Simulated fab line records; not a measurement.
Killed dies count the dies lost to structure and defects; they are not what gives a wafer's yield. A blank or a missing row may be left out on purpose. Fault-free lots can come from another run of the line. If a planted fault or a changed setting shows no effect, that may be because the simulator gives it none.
A single fault, viewed from 3 desks + flow n5-finfet + every desk sees just its own numbers, and what lay behind them comes last

== THE DEFECT DESK ==
For each lot, the counts of the inspections along the route, averaged over the sampled wafers that have a number. The brackets show how far a lot's mean lies from the usual mean; more than 4 standard deviations puts the lot out of limits, marked OUT.
Columns: A = raw-defect-count at N5_BEOL_M9_INSPECT_58, usual 72; B = raw-defect-count at N5_BEOL_M10_INSPECT_13, usual 414
| lot  | first seen here | A             | B               |
|------|-----------------|---------------|-----------------|
| L510 | day 10 13:38    | 48            | 470             |
| L513 | day 11 11:05    | 81            | 475             |
| L514 | day 11 14:52    | 107           | 551             |
| L512 | day 11 16:30    | 704 (+27) OUT | 987 (+7.1) OUT  |
| L515 | day 11 18:06    | 686 (+27) OUT | 1074 (+8.1) OUT |
| L523 | day 14 13:19    | 52            | 456             |
| L527 | day 14 21:41    | 73            | 427             |
| L529 | day 15 15:37    | 59            | 338             |
| L530 | day 15 18:08    | 88            | 392             |
| L531 | day 16 04:40    | 107           | 453             |
Finding of this desk: L512, L515 out of limits; the first was L512 at day 11 16:30, on raw-defect-count at N5_BEOL_M9_INSPECT_58. L510, L513, L514, L523, L527, L529, L530, L531 stayed within limits.

== THE TOOL OWNER'S DESK: pecvd-01 ==
The tool's own readings at N5_BEOL_M9_DEP_56 (deposits SiCN from 3MS/NH3, target thk 15 nm, time 26.5 s): means of the sampled wafers that have a number, for each lot that ran on this tool. The brackets show how far a lot's mean lies from the usual mean; more than 4 standard deviations puts the lot out of limits, marked OUT.
Columns: A = rf-fwd-power-W at N5_BEOL_M9_DEP_56, usual 199.9 W; B = showerhead-plenum-p-Torr at N5_BEOL_M9_DEP_56, usual 3.665 Torr; C = throttle-valve-pct at N5_BEOL_M9_DEP_56, usual 9.0 %
| lot  | first seen here | A     | B     | C   |
|------|-----------------|-------|-------|-----|
| L513 | day 11 10:59    | 199.9 | 3.667 | 9.2 |
| L514 | day 11 14:46    | 201.0 | 3.653 | 9.1 |
| L512 | day 11 16:25    | 200.6 | 3.663 | 9.1 |
| L515 | day 11 18:00    | 199.7 | 3.669 | 8.8 |
| L529 | day 15 15:31    | 200.1 | 3.657 | 9.6 |
| L530 | day 15 18:02    | 199.9 | 3.664 | 9.0 |
| L531 | day 16 04:34    | 200.2 | 3.660 | 9.2 |
Finding of this desk: none of the 7 lots has anything out of limits.

== METROLOGY DESK ==
What the gauges read for every lot (on any tool): the sampled wafers with a number, averaged. The brackets show how far a lot's mean lies from the usual mean; more than 4 standard deviations puts the lot out of limits, marked OUT.
Columns: A = trench-depth-nm at N5_BEOL_M9_OCD_MEAS_38, usual 151.8 nm
| lot  | first seen here | A     |
|------|-----------------|-------|
| L510 | day 10 10:55    | 153.1 |
| L513 | day 11 07:13    | 151.0 |
| L514 | day 11 12:02    | 151.1 |
| L512 | day 11 12:04    | 150.9 |
| L515 | day 11 15:54    | 152.2 |
| L523 | day 14 10:55    | 153.9 |
| L527 | day 14 17:25    | 151.2 |
| L529 | day 15 12:16    | 149.8 |
| L530 | day 15 14:13    | 153.8 |
| L531 | day 15 22:59    | 152.7 |
Finding of this desk: none of the 10 lots has anything out of limits.

== PUT TOGETHER ==
The defect desk could have raised an alarm at day 11 16:30, on L512, L515.
Nothing out of limits was seen by the tool owner's desk.
At the metrology desk, nothing out of limits was observed.
Tool owner's desk: L512, L515 on record, inside its limits.
The metrology desk has L512, L515 on record, within its limits.
Every lot named ran N5_BEOL_M9_DEP_56 on pecvd-01.

== WHAT THE SIMULATOR HAD INSERTED ==
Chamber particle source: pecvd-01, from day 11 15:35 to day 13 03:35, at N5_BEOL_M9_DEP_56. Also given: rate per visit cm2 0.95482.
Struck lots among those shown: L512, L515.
Hours from the fault's start to each desk's first reading out of limits: the defect desk, 1.
